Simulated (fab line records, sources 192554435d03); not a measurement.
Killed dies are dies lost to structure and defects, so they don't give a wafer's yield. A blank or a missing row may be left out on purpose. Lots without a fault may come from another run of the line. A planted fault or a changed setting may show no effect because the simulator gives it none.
fab line records | flow n5_finfet
record lots=8 wafers=24 last_day=18
route steps=1938 shown MOL_CONTACT_COAG@532 BEOL_M4@1111 PASSIVATION@1936
lots that met no fault: from a run of the same line without faults
start_h: hours from the record's first day to the start of the lot's first wafer shown | wait_h: hours since the lot's step before | " the same as in the row above | L1.1+2: a row that stands for several wafers | - no value, or no start given | * or withheld: withheld | < > ~ a bound
route shown NAME@n: a module of which the file shows steps, and the number in the route of the first | usual: mean/standard deviation of fault-free wafers | same: alike in all rows | chamber/n: place in a boat | sites: the reading at each site | _std_site: their standard deviation | _edge_site: outer sites' mean less inner sites' | radius_mm: how far each site lies from the wafer's centre | mask NAME#n: copy n | behind: the tool/chamber that last shaped the wafer | hold: why the lot was held/for how many hours/how that ended | device: the transistor (n, p or np) that didn't switch | end of line: the same wafers' tests at the end of the route | a step without rows: its recipe alone | killed: dies lost to structure and defects at the first sort, not the wafer's yield | map: a wafer's dies, x killed, . not, _ none there
set.NAME: the setting as run; set.NAME@STEP: as run at that earlier step | model.NAME: the simulator's own value behind a step, which no gauge read
steps of the route over a sample of lots; a table a step, a row a wafer
services: from which hour (start_h, from the record's first day; less than 0 if before it) a tool's chamber was out of use, for how many hours, and why
## steps
# step N5_MOL_CONTACT_COAG_ETCH_106
# recipe chemistry=N2/H2 target=SOC target_depth_a=800 overetch_a=160 mask_material=SiARC temp_c=40 time_s=120 ion_energy_ev=200 pressure_mtorr=30 source_w=840 bias_w=150 n2_flow_sccm=200 h2_flow_sccm=200
# usual drypump_motor_current_A=5.6/0.46 oes_product_au=0.74/0.059 rf_vpp_V=524.2/2.3 showerhead_plenum_p_Torr=2.55/0.075 temp_c=39.98/0.12 throttle_valve_pct=17.70/0.27
# columns lot.wafer tool chamber start_h wait_h drypump_motor_current_A oes_product_au rf_hours_counter_h rf_vpp_V showerhead_plenum_p_Torr temp_c throttle_valve_pct
L326.2 rie_diel-06 3 147.24 0.0 6.6 0.72 82 525.2 2.58 39.86 18.03
L326.4 " 2 " " 5.4 0.74 85 522.3 2.46 40.03 17.63
L326.6 " 3 " " 6.6 0.72 - 525.2 2.58 39.81 18.04
L327.1 rie_diel-03 3 155.16 0.0 6.0 0.69 126 523.3 2.55 39.86 17.68
L327.2 " 1 " " 6.1 0.81 36 524.1 2.60 40.19 17.54
L327.6 " 2 " " 5.6 0.79 - 526.4 2.59 39.84 17.26
L328.3 rie_diel-02 2 161.05 0.0 5.1 0.82 22 521.5 2.50 39.79 18.09
L328.4 " 3 " " 5.4 0.70 141 526.9 2.65 39.80 17.78
L328.5 " 0 " " 5.4 0.66 - 524.8 2.54 39.97 18.04
L329.3 rie_diel-02 3 164.79 0.0 5.4 0.70 143 526.6 2.65 39.99 17.79
L329.4 " 3 " " 5.4 0.70 - 527.2 2.65 40.12 17.80
L329.5 " 0 " " 5.4 0.66 - 523.9 2.54 40.00 18.01
L336.1 rie_diel-03 0 212.99 0.0 5.5 0.73 83 527.6 2.68 40.02 17.28
L336.5 " 0 " " 5.5 0.74 - 525.7 2.68 40.07 17.27
L336.6 " 3 " " 6.0 0.66 - 525.6 2.54 39.90 17.71
L337.2 rie_diel-06 0 224.38 0.0 6.2 0.76 52 522.8 2.48 39.95 17.80
L337.3 " 1 " " 4.9 0.65 178 520.6 2.41 39.96 17.87
L337.4 " 2 " " 5.5 0.73 110 520.4 2.45 40.02 17.69
L339.2 rie_diel-02 2 233.78 0.0 5.2 0.78 48 522.8 2.49 39.99 18.13
L339.4 " 1 " " 5.1 0.75 57 521.6 2.48 39.95 17.91
L339.5 " 0 " " 5.4 0.65 - 523.4 2.53 39.88 18.06
L338.1 rie_diel-03 1 237.32 0.0 6.1 0.77 61 524.7 2.58 39.81 17.56
L338.2 " 3 " " 6.0 0.65 153 523.8 2.53 39.95 17.74
L338.4 " 0 " " 5.5 0.72 92 528.3 2.67 40.03 17.29
# step N5_MOL_CONTACT_COAG_ETCH_15
# recipe chemistry=CH3F/O2 target=SiNx target_depth_a=70 mask_material=SOC stop_on=Si:P over_etch_frac=0.75 ion_energy_ev=120 pressure_mtorr=30 source_w=395 bias_w=73 Ar_flow_sccm=150 CH3F_flow_sccm=30 O2_flow_sccm=20
# usual drypump_motor_current_A=5.6/0.46 oes_o_777_au=0.82/0.067 oes_product_au=0.60/0.049 rf_vpp_V=297/5.9 showerhead_plenum_p_Torr=2.01/0.055 throttle_valve_pct=16.23/0.23
# same over_etch_frac=0.75
# columns lot.wafer tool chamber start_h wait_h drypump_motor_current_A oes_o_777_au oes_product_au rf_hours_counter_h rf_vpp_V showerhead_plenum_p_Torr throttle_valve_pct
L326.2 rie_diel-06 3 147.38 0.0 6.6 0.83 0.59 82 299 2.03 16.42
L326.4 " 2 " " 5.4 0.82 0.61 85 297 1.94 16.30
L326.6 " 3 " " 6.6 0.83 0.59 - 298 2.03 16.43
L327.1 rie_diel-03 3 155.30 0.0 6.0 0.76 0.56 126 295 2.00 16.02
L327.2 " 1 " " 6.1 0.88 0.66 36 309 2.05 16.07
L327.6 " 2 " " 5.6 0.87 0.64 - 295 2.05 15.92
L328.3 rie_diel-02 2 161.18 0.0 5.1 0.95 0.67 22 286 1.95 16.39
L328.4 " 3 " " 5.4 0.77 0.57 141 293 2.08 16.40
L328.5 " 0 " " 5.4 0.72 0.53 - 294 2.00 16.50
L329.3 rie_diel-02 3 164.93 0.0 5.4 0.77 0.57 143 295 2.08 16.40
L329.4 " 3 " " 5.4 0.77 0.56 - 293 2.08 16.41
L329.5 " 0 " " 5.4 0.72 0.54 - 295 2.00 16.52
L336.1 rie_diel-03 0 213.12 0.0 5.5 0.83 0.60 83 303 2.10 15.83
L336.5 " 0 " " 5.4 0.83 0.60 - 302 2.10 15.82
L336.6 " 3 " " 6.0 0.74 0.54 - 295 1.99 16.08
L337.2 rie_diel-06 0 224.52 0.0 6.2 0.84 0.62 52 291 1.96 16.43
L337.3 " 1 " " 4.8 0.73 0.54 178 307 1.91 16.50
L337.4 " 2 " " 5.4 0.79 0.59 110 298 1.94 16.35
L339.2 rie_diel-02 2 233.91 0.0 5.1 0.90 0.64 48 285 1.95 16.44
L339.4 " 1 " " 5.1 0.80 0.61 57 297 1.97 16.43
L339.5 " 0 " " 5.4 0.71 0.52 - 296 1.99 16.56
L338.1 rie_diel-03 1 237.45 0.0 6.1 0.84 0.63 61 309 2.04 16.11
L338.2 " 3 " " 6.0 0.75 0.54 153 295 1.99 16.08
L338.4 " 0 " " 5.4 0.82 0.59 92 304 2.09 15.85
# step N5_MOL_CONTACT_COAG_ANNEAL_113
# recipe temp_c=400 time_s=300 ambient=H2/N2
# usual lamp_power_pct=2.99/0.092 lamp_zone_2_pct=2.99/0.091 lamp_zone_7_pct=3.14/0.096 wafer_temp_C_max=401.5/0.38
# columns lot.wafer tool chamber start_h wait_h lamp_power_pct lamp_zone_2_pct lamp_zone_7_pct wafer_temp_C_max
L326.2 rtp_anneal-01 0 150.72 0.5 3.07 3.07 3.23 401.9
L326.4 " 0 " " 3.08 3.07 3.23 401.9
L326.6 " 0 " " 3.08 3.08 3.23 401.7
L327.1 rtp_anneal-02 0 158.26 0.3 2.88 2.89 3.04 401.3
L327.2 " 0 " " 2.89 2.89 3.04 401.6
L327.6 " 0 " " 2.90 2.89 3.03 402.3
L328.3 rtp_anneal-01 0 163.97 0.6 3.07 3.07 3.23 401.1
L328.4 " 0 " " 3.07 3.07 3.23 400.8
L328.5 " 0 " " 3.07 3.08 3.24 401.5
L329.3 rtp_anneal-02 0 167.44 0.6 2.89 2.89 3.04 401.1
L329.4 " 0 " " 2.89 2.89 3.04 401.7
L329.5 " 0 " " 2.88 2.89 3.04 401.7
L336.1 rtp_anneal-02 0 217.01 0.3 2.89 2.89 3.04 401.4
L336.5 " 0 " " 2.89 2.89 3.04 400.8
L336.6 " 0 " " 2.89 2.89 3.04 401.7
L337.2 rtp_anneal-01 0 230.15 0.5 3.07 3.08 3.23 401.2
L337.3 " 0 " " 3.07 3.07 3.23 400.9
L337.4 " 0 " " 3.08 3.08 3.23 401.1
L339.2 rtp_anneal-01 0 237.82 0.5 3.07 3.07 3.23 401.5
L339.4 " 0 " " 3.08 3.07 3.23 401.4
L339.5 " 0 " " 3.07 3.07 3.24 401.9
L338.1 rtp_anneal-01 0 240.98 0.3 3.07 3.07 3.23 401.5
L338.2 " 0 " " 3.08 3.08 3.23 402.1
L338.4 " 0 " " 3.07 3.07 3.24 401.2
# step N5_MOL_CONTACT_COAG_CMP_23
# recipe stop_on=SiO2 t_overpolish_s=1.5 post_cmp_clean=cu_alkaline down_force_psi=2 platen_rpm=50.289 pad_velocity_m_s=1.0006 target_thk_nm=0
# usual edge_zone_pressure_frac=1.000/0.0049 head_pressure_psi=2.000/0.0045 motor_current_A=7.5/0.89 overpolish_run_s=1.500/0.011 time_to_endpoint_s=10.1/2.5
# columns lot.wafer tool chamber start_h wait_h edge_zone_pressure_frac head_pressure_psi motor_current_A overpolish_run_s time_to_endpoint_s
L326.2 cmp-03 3 152.41 0.0 - - - - -
L326.4 " 2 " " - - - - -
L326.6 " 3 " " - - - - -
L327.1 cmp-02 0 161.09 0.1 - - - - -
L327.2 " 2 " " - - - - -
L327.6 " 0 " " - - - - -
L329.4 cmp-04 3 168.39 0.1 - - - - -
L329.3 " 0 " " - - - - -
L329.5 " 1 " " - - - - -
L328.4 cmp-03 3 172.26 0.1 0.998 2.009 8.9 1.490 7.5
L328.3 " 0 " " 0.995 2.002 7.6 1.492 7.4
L328.5 " 2 " " 0.995 1.990 5.7 1.493 7.6
L336.1 cmp-02 0 218.99 0.0 0.995 1.995 6.3 1.488 10.5
L336.6 " 0 " " 0.994 2.003 5.9 1.499 8.5
L336.5 " 1 " " 0.997 2.000 7.9 1.493 9.7
L337.4 cmp-03 3 233.26 0.1 1.002 2.002 8.6 1.483 5.7
L337.2 " 0 " " 0.994 1.999 7.2 1.504 6.8
L337.3 " 1 " " 1.008 1.996 8.1 1.504 7.0
L339.4 cmp-03 1 240.26 0.0 1.007 2.003 8.4 1.481 10.3
L339.2 " 0 " " 0.999 2.000 7.2 1.504 9.8
L339.5 " 1 " " 1.008 2.002 8.0 1.499 10.3
L338.4 cmp-02 2 244.03 0.1 1.001 1.996 8.2 1.499 8.8
L338.2 " 3 " " 1.006 1.998 7.4 1.505 5.9
L338.1 " 0 " " 1.001 2.003 6.7 1.505 9.8
# step N5_MOL_CONTACT_COAG_THK_MEAS_29
# recipe reads=SiNx_of_GATE_CUT_PECVD_57+SiNx_of_GATE_CUT_SAC_CAP_01
# usual MD_CAP_THK=17.89/0.082
# columns lot.wafer tool chamber start_h wait_h MD_CAP_THK[nm]
L326.2 film_metro-01 - 155.10 - 19.83
L326.4 " - " " 19.90
L326.6 " - " " 19.95
L327.1 film_metro-02 - 164.03 - 19.95
L327.2 " - " " 19.93
L327.6 " - " " 19.89
L329.3 film_metro-02 - 170.99 - 20.08
L329.4 " - " " 20.00
L329.5 " - " " 19.83
L328.3 film_metro-01 - 175.05 - 17.82
L328.4 " - " " 17.92
L328.5 " - " " 17.81
L336.1 film_metro-02 - 221.68 - 17.76
L336.5 " - " " 17.77
L336.6 " - " " 17.84
L337.2 film_metro-01 - 235.90 - 17.88
L337.3 " - " " 17.83
L337.4 " - " " 17.84
L339.2 film_metro-01 - 242.95 - 17.88
L339.4 " - " " 17.94
L339.5 " - " " 17.89
L338.1 film_metro-01 - 246.68 - 17.94
L338.2 " - " " 17.88
L338.4 " - " " 17.83
# step N5_MOL_CONTACT_COAG_ETCH_47
# recipe chemistry=CH3F/O2 target=SiNx target_depth_a=270 mask_material=SiO2 stop_on=W over_etch_frac=0.2 ion_energy_ev=120 endpoint=OES-CN pressure_mtorr=30 source_w=395 bias_w=73 Ar_flow_sccm=150 CH3F_flow_sccm=30 O2_flow_sccm=20 ends=end_point
# usual drypump_motor_current_A=5.7/0.51 etch_rf_on_time_s=31.3/0.6 oes_o_777_au=0.82/0.064 oes_product_au=0.74/0.059 rf_vpp_V=298/6 showerhead_plenum_p_Torr=2.00/0.056 throttle_valve_pct=16.25/0.24
# same over_etch_frac=0.2
# columns lot.wafer tool chamber start_h wait_h drypump_motor_current_A etch_rf_on_time_s oes_o_777_au oes_product_au rf_hours_counter_h rf_vpp_V showerhead_plenum_p_Torr throttle_valve_pct
L326.2 rie_diel-06 0 156.84 0.0 6.3 34.5 0.88 0.78 32 292 1.97 16.41
L326.4 " 1 " " 4.8 34.8 0.75 0.66 157 308 1.92 16.47
L326.6 " 0 " " 6.3 34.7 0.87 0.79 - 293 1.97 16.42
L327.1 rie_diel-02 3 165.73 0.0 5.4 35.2 0.77 0.68 143 295 2.08 16.42
L327.2 " 0 " " 5.4 35.8 0.72 0.65 152 294 2.00 16.53
L327.6 " 3 " " 5.4 35.0 0.76 0.69 - 294 2.08 16.43
L329.3 rie_diel-06 3 172.90 0.0 6.6 34.8 0.82 0.72 90 298 2.03 16.47
L329.4 " 1 " " 4.8 35.1 0.75 0.67 161 307 1.91 16.49
L329.5 " 3 " " 6.6 34.6 0.82 0.71 - 300 2.03 16.46
L328.3 rie_diel-02 2 177.09 0.0 5.2 30.7 0.93 0.82 28 285 1.95 16.40
L328.4 " 0 " " 5.4 32.2 0.72 0.65 155 294 2.00 16.53
L328.5 " 0 " " 5.4 31.9 0.72 0.65 - 295 2.00 16.52
L336.1 rie_diel-03 3 224.48 0.0 6.0 30.4 0.75 0.67 148 295 1.99 16.08
L336.5 " 2 " " 5.6 30.2 0.84 0.76 - 295 2.04 15.98
L336.6 " 1 " " 6.1 31.3 0.85 0.78 - 308 2.04 16.13
L337.2 rie_diel-06 1 238.02 0.0 4.9 31.4 0.73 0.65 184 307 1.91 16.53
L337.3 " 2 " " 5.4 32.6 0.79 0.70 116 298 1.93 16.37
L337.4 " 2 " " 5.4 32.4 0.79 0.69 - 296 1.93 16.38
L339.2 rie_diel-03 0 244.82 0.0 5.5 30.9 0.81 0.72 94 304 2.09 15.85
L339.4 " 2 " " 5.6 31.0 0.83 0.74 53 294 2.04 15.99
L339.5 " 2 " " 5.6 30.6 0.82 0.75 - 293 2.04 16.00
L338.1 rie_diel-03 0 249.64 0.0 5.5 31.2 0.81 0.72 95 304 2.09 15.86
L338.2 " 1 " " 6.1 32.1 0.84 0.76 64 307 2.04 16.14
L338.4 " 2 " " 5.6 30.9 0.82 0.74 55 293 2.04 16.02
# step N5_BEOL_M4_RC_MEAS_101
# usual DIBL_N=36.0/1.9 DIBL_P=36.0/2.1 IOFF_N=0.155/0.029 IOFF_P=0.20/0.032 ION_N=672/11 ION_P=461/6.9 SS_N=71.5/0.58 SS_P=73.2/0.64 VT_N=250.4/2.9 VT_P=-251.0/2.8
# columns lot.wafer tool chamber start_h wait_h DIBL_N[mV/V] DIBL_P[mV/V] IOFF_N[nA/um] IOFF_P[nA/um] ION_N[uA/um] ION_P[uA/um] SS_N[mV/dec] SS_P[mV/dec] VT_N[mV] VT_P[mV]
L328.3 prober-01 0 249.96 0.3 34.1 33.6 0.122 0.16 657 462 71.4 72.6 252.1 -255.5
L328.4 " 0 " " 38.1 39.0 0.217 0.26 684 466 72.7 74.0 243.7 -250.7
L328.5 " 0 " " 35.3 34.9 0.142 0.18 673 459 71.2 73.4 248.6 -252.9
L336.1 prober-02 0 303.98 0.0 38.0 36.8 0.169 0.22 676 469 72.0 73.9 249.1 -247.3
L336.5 " 0 " " 36.2 35.3 0.148 0.20 673 462 70.9 73.6 250.4 -249.4
L336.6 " 0 " " 38.5 37.9 0.187 0.23 679 460 71.9 74.0 246.4 -247.4
L339.2 prober-01 0 311.51 0.2 37.5 36.0 0.179 0.23 672 465 71.6 73.9 248.6 -246.8
L339.4 " 0 " " 35.8 34.7 0.147 0.20 678 460 71.1 72.9 251.6 -250.3
L339.5 " 0 " " 38.0 36.4 0.173 0.24 657 450 71.5 73.8 248.6 -252.1
L337.2 prober-02 0 312.04 0.2 33.6 33.1 0.130 0.18 675 467 71.5 72.1 250.5 -250.3
L337.3 " 0 " " 32.7 32.2 0.124 0.17 673 464 70.7 72.4 255.6 -251.7
L337.4 " 0 " " 34.6 33.9 0.132 0.19 656 457 70.9 72.7 253.0 -251.1
L338.1 prober-01 0 313.78 0.0 34.4 35.1 0.149 0.19 682 466 71.6 73.0 252.9 -249.1
L338.2 " 0 " " 33.3 33.1 0.118 0.15 661 450 71.0 72.6 255.5 -255.7
L338.4 " 0 " " 32.8 33.0 0.119 0.16 674 462 70.4 72.9 251.2 -253.9
# step N5_PASSIVATION_PROBE_49
# usual defect_limited_yield=91.0/1.5 killed_at_M0_to_M3=33/9.4 killed_at_M4_up=14/4.8 killed_at_contacts=13/7.3 killed_at_front_end=43/13 killed_at_other=3.6/2.9 killed_dies=106/18 killed_on_rim=14/4.2 killed_open=69/13 killed_short=35/8.2 sort_bin_5_function=5.3/1 sort_bin_6_memory=3.3/0.68 sort_n_pass=1074/18 sort_yield_pct=91.0/1.5
# same gross_dies=1180 killed_at_back_side=0 sort_bin_4_leakage[%]=0 sort_bin_8_speed[%]=0
# columns lot.wafer tool chamber start_h wait_h defect_limited_yield[%] killed_at_M0_to_M3 killed_at_M4_up killed_at_contacts killed_at_front_end killed_at_other killed_dies killed_on_rim killed_open killed_short sort_bin_5_function[%] sort_bin_6_memory[%] sort_n_pass sort_yield_pct[%]
L327.1 prober-02 - 345.08 0.0 0 40 20 1084 31 5 1180 152 66 42 5.1 3.9 0 0
L327.2 prober-02 - 345.13 0.1 0 38 14 1097 28 3 1180 152 53 37 4.2 3.2 0 0
L327.6 prober-02 - 345.33 0.3 0 33 13 1092 41 1 1180 152 59 36 4.6 3.3 0 0
L328.3 prober-01 - 356.24 0.1 87.5 44 14 6 79 4 147 20 99 48 7.9 4.0 1033 87.5
L328.4 prober-01 - 356.29 0.2 91.3 30 16 7 47 3 103 17 63 38 4.9 3.3 1077 91.3
L328.5 prober-01 - 356.34 0.2 86.7 51 7 16 82 1 157 22 102 53 8.5 4.3 1023 86.7
L326.2 prober-02 - 356.60 0.1 0 30 17 1094 37 2 1180 152 79 27 5.9 3.1 0 0
L326.4 prober-02 - 356.70 0.2 0 21 14 1110 33 2 1180 152 61 13 4.2 1.9 0 0
L326.6 prober-02 - 356.80 0.3 0 38 13 1087 40 2 1180 152 78 28 5.1 3.7 0 0
L329.3 prober-01 - 358.20 0.1 0 28 17 1090 41 4 1180 152 73 30 5.4 3.1 0 0
L329.4 prober-01 - 358.25 0.2 0 37 22 1060 54 7 1180 152 90 33 6.4 3.9 0 0
L329.5 prober-01 - 358.30 0.2 0 26 17 1093 44 0 1180 152 80 26 4.7 3.9 0 0
# killed by level:class
L327.1 MOL_CONTACT_COAG:area_cmp=1071 BEOL_M0_SAQP:geometric_particle:short=11 MOL_CONTACT_COAG:geometric_particle:open=10 BEOL_M2:geometric_particle:open=9 FIN_SAQP:geometric_particle:short=7 STI_FIN_REVEAL:geometric_particle:open=7 FIN_SAQP:geometric_particle:open=6 BEOL_M6:geometric_particle:open=5
L327.2 MOL_CONTACT_COAG:area_cmp=1089 BEOL_M0_SAQP:geometric_particle:open=14 BEOL_M0_SAQP:geometric_particle:short=13 MOL_CONTACT_COAG:geometric_particle:open=7 FIN_SAQP:geometric_particle:open=6 BEOL_M4:geometric_particle:open=6 STARTING-WAFER:geometric_particle:short=6 FIN_SAQP:geometric_particle:short=4
L327.6 MOL_CONTACT_COAG:area_cmp=1084 FIN_SAQP:geometric_particle:open=9 BEOL_M0_SAQP:geometric_particle:open=9 MOL_CONTACT_COAG:geometric_particle:open=6 FIN_SAQP:geometric_particle:short=5 BEOL_M1:geometric_particle:open=5 BEOL_M2:geometric_particle:open=5 BEOL_M5:geometric_particle:short=5
L328.3 FIN_SAQP:geometric_particle:open=30 STI_FIN_REVEAL:geometric_particle:open=15 FIN_SAQP:geometric_particle:short=14 BEOL_M0_SAQP:geometric_particle:short=10 BEOL_M3:geometric_particle:open=9 DUMMY_GATE:geometric_particle:open=7 BEOL_M4:geometric_particle:open=7 BEOL_M1:geometric_particle:open=6
L328.4 FIN_SAQP:geometric_particle:open=9 FIN_SAQP:geometric_particle:short=8 BEOL_M2:geometric_particle:open=8 MOL_CONTACT_COAG:geometric_particle:open=6 BEOL_M4:geometric_particle:open=5 STARTING-WAFER:geometric_particle:short=4 BEOL_M2:geometric_particle:short=4 DUMMY_GATE:geometric_particle:open=4
L328.5 FIN_SAQP:geometric_particle:open=22 STI_FIN_REVEAL:geometric_particle:open=15 FIN_SAQP:geometric_particle:short=14 MOL_CONTACT_COAG:geometric_particle:open=14 BEOL_M3:geometric_particle:open=10 BEOL_M0_SAQP:geometric_particle:short=10 BEOL_M0_SAQP:geometric_particle:open=9 BEOL_M2:geometric_particle:open=7
L326.2 MOL_CONTACT_COAG:area_cmp=1072 MOL_CONTACT_COAG:geometric_particle:open=18 FIN_SAQP:geometric_particle:open=17 BEOL_M0_SAQP:geometric_particle:open=7 BEOL_M2:geometric_particle:open=7 DUMMY_GATE:geometric_particle:open=5 BEOL_M0_SAQP:geometric_particle:short=5 BEOL_M1:geometric_particle:open=5
L326.4 MOL_CONTACT_COAG:area_cmp=1106 FIN_SAQP:geometric_particle:open=7 BEOL_M3:geometric_particle:open=7 BEOL_M2:geometric_particle:open=6 BEOL_M4:geometric_particle:open=6 STI_FIN_REVEAL:geometric_particle:open=5 DUMMY_GATE:geometric_particle:open=4 ILD0:geometric_particle:open=4
L326.6 MOL_CONTACT_COAG:area_cmp=1074 BEOL_M2:geometric_particle:open=13 MOL_CONTACT_COAG:geometric_particle:open=11 FIN_SAQP:geometric_particle:open=9 BEOL_M0_SAQP:geometric_particle:open=9 DUMMY_GATE:geometric_particle:open=7 ILD0:geometric_particle:open=5 BEOL_M0_SAQP:geometric_particle:short=5
L329.3 MOL_CONTACT_COAG:area_cmp=1076 FIN_SAQP:geometric_particle:open=16 MOL_CONTACT_COAG:geometric_particle:open=12 BEOL_M3:geometric_particle:open=7 FIN_SAQP:geometric_particle:short=6 BEOL_M0_SAQP:geometric_particle:open=5 BEOL_M2:geometric_particle:open=5 STARTING-WAFER:geometric_particle:short=4
L329.4 MOL_CONTACT_COAG:area_cmp=1057 FIN_SAQP:geometric_particle:open=25 BEOL_M4:geometric_particle:open=12 STI_FIN_REVEAL:geometric_particle:open=9 BEOL_M0_SAQP:geometric_particle:open=7 BEOL_M1:geometric_particle:open=7 BEOL_M2:geometric_particle:open=7 BEOL_M3:geometric_particle:open=6
L329.5 MOL_CONTACT_COAG:area_cmp=1074 FIN_SAQP:geometric_particle:open=16 MOL_CONTACT_COAG:geometric_particle:open=16 STI_FIN_REVEAL:geometric_particle:open=11 BEOL_M4:geometric_particle:open=10 BEOL_M1:geometric_particle:open=7 BEOL_M0_SAQP:geometric_particle:open=6 BEOL_M0_SAQP:geometric_particle:short=5
## services
# columns tool chamber start_h hours kind
cmp-03 - 128.46 4.0 pm
rie_diel-06 0 131.05 5.5 repair
cmp-03 - 132.46 - consumable_replace:conditioner
cmp-03 - 132.46 - consumable_replace:pad
rie_diel-06 0 162.38 3.7 repair
rie_diel-02 1 162.82 3.1 repair
cmp-02 - 172.72 1.7 repair
cmp-03 - 189.88 1.2 repair
cmp-04 - 197.34 4.2 repair
cmp-03 - 199.47 10.9 pm
cmp-03 - 217.35 4.0 repair
cmp-03 - 227.05 4.2 repair
cmp-02 - 236.73 2.3 repair
rie_diel-06 3 237.05 5.0 repair
rtp_anneal-01 - 243.40 3.5 pm
## key
first_sign step=N5_MOL_CONTACT_COAG_CMP_23 reading=tool_record direction=missing
effect step=N5_MOL_CONTACT_COAG_THK_MEAS_29 reading=MD_CAP_THK direction=up sigmas=25 usual=17.89 struck=19.93
effect step=N5_MOL_CONTACT_COAG_ETCH_47 reading=etch_rf_on_time_s direction=up sigmas=6 usual=* struck=*
effect step=N5_PASSIVATION_PROBE_49 reading=killed_at_contacts direction=up sigmas=99+ usual=13 struck=1090
more_kills_born_at N5_MOL_CONTACT_COAG_CMP_23@cmp-03=3252 N5_MOL_CONTACT_COAG_CMP_23@cmp-02=3244 N5_MOL_CONTACT_COAG_CMP_23@cmp-04=3207
met_at N5_MOL_CONTACT_COAG_CMP_23
struck_lots L326,L327,L329
later_rows_left_out L326.2,L326.4,L326.6,L327.1,L327.2,L327.6,L329.3,L329.4,L329.5
not_acting_at N5_MOL_CONTACT_COAG_ETCH_106,N5_MOL_CONTACT_COAG_ETCH_15,N5_MOL_CONTACT_COAG_ANNEAL_113
fault kind=skipped_step_whole tool=cmp-02,cmp-03,cmp-04 chamber=- onset_h=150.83 steps=N5_MOL_CONTACT_COAG_CMP_23 scope=struck_lots_only
# later_rows_left_out: the simulator's readings of these wafers behind a module that went badly wrong aren't trusted and aren't shown, but for the sort
